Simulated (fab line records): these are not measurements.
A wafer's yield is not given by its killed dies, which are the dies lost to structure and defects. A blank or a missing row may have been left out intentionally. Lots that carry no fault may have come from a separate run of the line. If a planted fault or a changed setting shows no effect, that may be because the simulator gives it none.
Matching of chambers ; flow nand-harc ; NHARC_A_WL_FILL_CMP_12 on cmp-03 has 4 sister chambers
The step polishes, t overpolish 30 s, target thk 100 nm. 4 wafers are shown with their chamber, then 10 later ones without.

## WAFERS PAIRED WITH THEIR CHAMBERS
wafer;chamber;motor-current-A (A)
L088.1;2;11.4
L088.4;0;12.2
L088.2;3;12.5
L088.3;1;13.5

## WAFERS WITH NO CHAMBER GIVEN
wafer;motor-current-A (A)
L088.5;11.0
L090.2;12.1
L090.3;13.1
L090.5;12.6
L096.1;13.6
L096.3;12.5
L096.6;13.0
L097.1;12.3
L097.2;11.7
L097.6;11.9

## THE CHAMBER EACH PASSED THROUGH
wafer;from the rows above;in truth
L088.5;2;2
L090.2;can't be placed: 0 or 3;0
L090.3;can't be placed: 1 or 3 or 0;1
L090.5;can't be placed: 3 or 0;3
L096.1;1;1
L096.3;can't be placed: 3 or 0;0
L096.6;can't be placed: 1 or 3 or 0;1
L097.1;can't be placed: 0 or 3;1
L097.2;can't be placed: 2 or 0 or 3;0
L097.6;can't be placed: 0 or 2 or 3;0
Correctly placed: 2 of 10. Cannot be placed on the basis of these rows: 8; the candidates contain the true chamber in 7. Number placed wrongly: 0.
How it was worked out, from the rows above alone: a wafer's distance from a chamber is the root of the sum, over the readings, of the square of ((its reading less the chamber's mean) divided by the reading's scatter). If the next closest chamber is less than 2 further off than the closest, the wafer can't be placed; otherwise it belongs to the closest. For every chamber, the mean is computed from those of its wafers that are shown. The scatter (one wafer shown for each chamber): square how far every hidden wafer sits from the nearest shown wafer, average those squares and take the square root.
